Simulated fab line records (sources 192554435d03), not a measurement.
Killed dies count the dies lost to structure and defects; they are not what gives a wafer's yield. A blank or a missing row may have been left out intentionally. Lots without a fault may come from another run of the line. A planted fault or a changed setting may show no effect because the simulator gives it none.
Matching of chambers | flow n5 finfet | N5_GATE_CUT_CMP_02 on cmp-03 has 4 sister chambers
The step polishes, stops on SiO2, t overpolish 12.7 s, target thk 0 nm. 20 wafers are shown with their chamber, then 10 later ones without.

== WAFERS WITH THEIR CHAMBER ==
wafer  | chamber | motor current A (A) | time to endpoint s (s) | slurry filter dp kPa (kPa)
L075.3 | 1       | 9.5                 | 21.1                   | 13.44
L075.4 | 0       | 9.6                 | 25.0                   | 13.66
L075.6 | 2       | 8.4                 | 18.4                   | 13.50
L078.1 | 1       | 9.8                 | 24.1                   | 13.48
L078.5 | 2       | 8.6                 | 19.7                   | 13.49
L078.6 | 3       | 9.3                 | 28.5                   | 13.71
L080.3 | 0       | 9.0                 | 24.2                   | 13.33
L080.4 | 1       | 9.6                 | 20.7                   | 13.58
L080.6 | 1       | 9.7                 | 21.8                   | 13.63
L082.2 | 1       | 9.3                 | 21.9                   | 13.35
L082.3 | 0       | 9.7                 | 24.3                   | 13.50
L082.6 | 1       | 9.4                 | 23.3                   | 13.32
L085.1 | 0       | 9.7                 | 24.6                   | 13.24
L085.3 | 3       | 8.8                 | 24.5                   | 13.48
L085.4 | 1       | 9.5                 | 20.5                   | 13.48
L088.2 | 0       | 9.5                 | 25.2                   | 13.56
L088.5 | 2       | 8.6                 | 17.1                   | 13.53
L088.6 | 3       | 9.1                 | 22.4                   | 13.46
L090.2 | 2       | 8.6                 | 22.3                   | 13.53
L090.4 | 1       | 9.5                 | 25.4                   | 13.38

SIGNATURES (means of the wafers above)
reading              | chamber 0 | chamber 1 | chamber 2 | chamber 3 | scatter within a chamber
motor current A      | 9.500     | 9.537     | 8.550     | 9.067     | 0.205
time to endpoint s   | 24.660    | 22.350    | 19.375    | 25.133    | 1.87
slurry filter dp kPa | 13.4580   | 13.4575   | 13.5125   | 13.5500   | 0.122
Rule: for each reading, subtract the chamber's mean from the wafer's reading, divide by that reading's scatter and square the result; add these up over the readings and take the root, which gives the wafer's distance from the chamber. The wafer belongs to the nearest chamber; if the next one is less than 2 further off, it can't be placed. The scatter is the square root of a quotient: the sum, over the shown wafers, of each reading's squared deviation from its chamber's mean, divided by wafers minus chambers.

== WAFERS WHOSE CHAMBER IS MISSING ==
wafer  | motor current A (A) | time to endpoint s (s) | slurry filter dp kPa (kPa)
L090.5 | 9.7                 | 21.8                   | 13.53
L091.2 | 8.8                 | 18.1                   | 13.27
L091.5 | 9.5                 | 23.7                   | 13.32
L091.6 | 9.5                 | 27.8                   | 13.58
L093.1 | 9.5                 | 22.6                   | 13.55
L093.2 | 8.8                 | 20.7                   | 13.45
L093.6 | 9.5                 | 23.4                   | 13.44
L097.2 | 9.0                 | 19.0                   | 13.40
L097.3 | 9.1                 | 26.1                   | 13.57
L097.5 | 9.8                 | 21.0                   | 13.55

== WHICH CHAMBER EACH WENT THROUGH ==
wafer  | from the rows above               | in truth
L090.5 | can't be placed: 1 or 0           | 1
L091.2 | 2                                 | 2
L091.5 | can't be placed: 0 or 1 or 3      | 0
L091.6 | can't be placed: 0 or 3 or 1      | 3
L093.1 | can't be placed: 1 or 0 or 3      | 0
L093.2 | can't be placed: 2 or 3           | 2
L093.6 | can't be placed: 1 or 0 or 3      | 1
L097.2 | can't be placed: 2 or 1 or 3 or 0 | 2
L097.3 | can't be placed: 3 or 0           | 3
L097.5 | can't be placed: 1 or 0           | 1
Correct placement for 1 of the 10. Unplaceable from these rows: 9, with the true chamber sitting among the candidates in 9. Number placed wrongly: 0.
